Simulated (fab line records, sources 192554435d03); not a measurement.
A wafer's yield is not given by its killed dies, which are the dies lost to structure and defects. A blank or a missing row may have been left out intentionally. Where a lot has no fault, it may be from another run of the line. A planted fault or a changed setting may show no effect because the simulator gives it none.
Comparing a struck lot with a sound one | flow n5 finfet | 16 steps out of a route of 1938
Sound: these wafers, L327.2, L327.5, L327.6. Struck: wafers L332.4, L332.6. (L332.3 of the same lot was not struck and is left out.) The cause comes at the end.
At each step with rows: each side's tool, then ch and its chambers, then its first start. Under that, the readings that differ: sound wafers | struck wafers | difference of the means | sigmas: that difference in standard deviations of wafers without a fault.
alike: readings whose means differ by less than 2 such deviations, and words and numbers that are the same on both sides. not compared: withheld readings, readings that some wafer has no value for, bounds like >300 that may hide the same value, and numbers for which the record gives no deviation and whose values overlap.
Wherever a step has rows on one side only, a row that says differs or no value, or a row with sigmas, the two part there. When numbers do not overlap yet have no deviation, they are printed without sigmas and do not part them. Lack of a reading on every wafer of one side parts them only where that side has two or more wafers.

first, 1 step without rows for these wafers: N5_BEOL_M1_DESCUM_16 (chemistry O2, time 7 s).
N5_BEOL_M1_ETCH_74: etches underlayer in N2/H2, target depth 6.5 nm, time 5.2 s.
  sound on rie diel-04 ch 0,1,3, day 8 03:08; struck on rie diel-06 ch 2, day 9 09:04
  alike: drypump motor current A, etch rf on time s, oes product au, rf vpp V, showerhead plenum p Torr, throttle valve pct
  not compared: rf hours counter h
N5_BEOL_M1_ETCH_63: etches SiARC in CF4, target depth 15.6 nm, time 26 s.
  sound on rie diel-04 ch 0,1,3, day 8 03:09; struck on rie diel-06 ch 2, day 9 09:05
  alike: drypump motor current A, etch rf on time s, mfc ar sccm, oes product au, rf vpp V, showerhead plenum p Torr, throttle valve pct
  not compared: rf hours counter h
N5_BEOL_M1_ETCH_64: etches SOC in N2/H2, target depth 75 nm, overetch 15 nm, time 112.5 s.
  sound on rie diel-04 ch 0,1,3, day 8 03:11; struck on rie diel-06 ch 2, day 9 09:07
  alike: drypump motor current A, oes product au, rf vpp V, showerhead plenum p Torr, throttle valve pct
  not compared: rf hours counter h
then, 2 steps without rows for these wafers: N5_BEOL_M1_STRIP_65 (strips in N2/H2); N5_BEOL_M1_STRIP_75 (strips in N2/H2).
N5_BEOL_M1_STRIP_66: strips in CF4.
  sound on rie diel-04 ch 0,1,3, day 8 03:18; struck on rie diel-06 ch 2, day 9 09:15
  alike: drypump motor current A, oes product au, rf vpp V, showerhead plenum p Torr, throttle valve pct
  not compared: rf hours counter h
then, 1 step without rows for these wafers: N5_BEOL_M1_HM_OPEN_17 (chemistry Cl2/BCl3, target TiN, target depth 20 nm, overetch 6 nm).
N5_BEOL_M1_STRIP_19: strips in O2.
  sound on rie diel-06 ch 1,2, day 8 03:32; struck on rie diel-04 ch 0,3, day 9 09:26
  alike: drypump motor current A, oes product au, rf vpp V, showerhead plenum p Torr, throttle valve pct
  not compared: rf hours counter h
N5_BEOL_M1_CD_MEAS_18: pitch 36 nm, target cd 18 nm.
  struck on cd sem-01, day 9 09:30; sound on cd sem-01, day 8 03:37
  alike: cd nm
then, 2 steps without rows for these wafers: N5_BEOL_M1_COAT_67 (time 60 s, resist thk 60 nm); N5_BEOL_M1_COAT_68 (time 60 s, resist thk 12 nm).
N5_BEOL_M1_COAT_76: time 60 s, resist thk 5 nm.
  sound on litho track-04 ch 0, day 8 03:40; struck on litho track-04 ch 0, day 9 09:32
  reading                  | sound                | struck      | difference                    | sigmas
  heater power total W (W) | 393.7 393.3 391.0    | 439.8 439.6 | +47.0                         | +34
  plate temp C (C)         | 204.98 205.09 204.93 | - -         | no value on the struck wafers |
  run length s (s)         | 66.08 66.09 66.10    | 55.64 55.47 | -10.54                        | -88
then, 1 step without rows for these wafers: N5_BEOL_M1_COAT_22 (resist thk 30 nm).
-- record jumps: 3 days separate the struck wafers' starts on either side; left off in module BEOL_M1, taken up again in module BEOL_M4, whose first shown step is the route's number 1111 --
N5_BEOL_M4_RC_MEAS_101:
  sound on prober-01 ch 0, day 11 02:07; struck on prober-01 ch 0, day 12 11:19
  reading       | sound          | struck    | difference | sigmas
  DIBL_P (mV/V) | 41.1 37.5 38.5 | 35.1 34.6 | -4.2       | -3
  ION_N (uA/um) | 696 676 685    | 667 658   | -23        | -3
  VT_N (mV)     | 243 249 245    | 250 254   | +6         | +2
  alike: DIBL_N, IOFF_N, IOFF_P, ION_P, SS_N, SS_P, VT_P
N5_PASSIVATION_PROBE_49:
  the record holds rows for the sound wafers here (prober-01, day 15 21:41) but none for the struck ones

WHERE THEY PART
Last at N5_PASSIVATION_PROBE_49 as far as this record goes, first at N5_BEOL_M1_COAT_76.

WHY: what had been put in by the simulator
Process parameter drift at N5_BEOL_M1_COAT_76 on litho track-04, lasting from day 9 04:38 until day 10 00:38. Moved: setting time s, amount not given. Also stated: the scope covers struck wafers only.
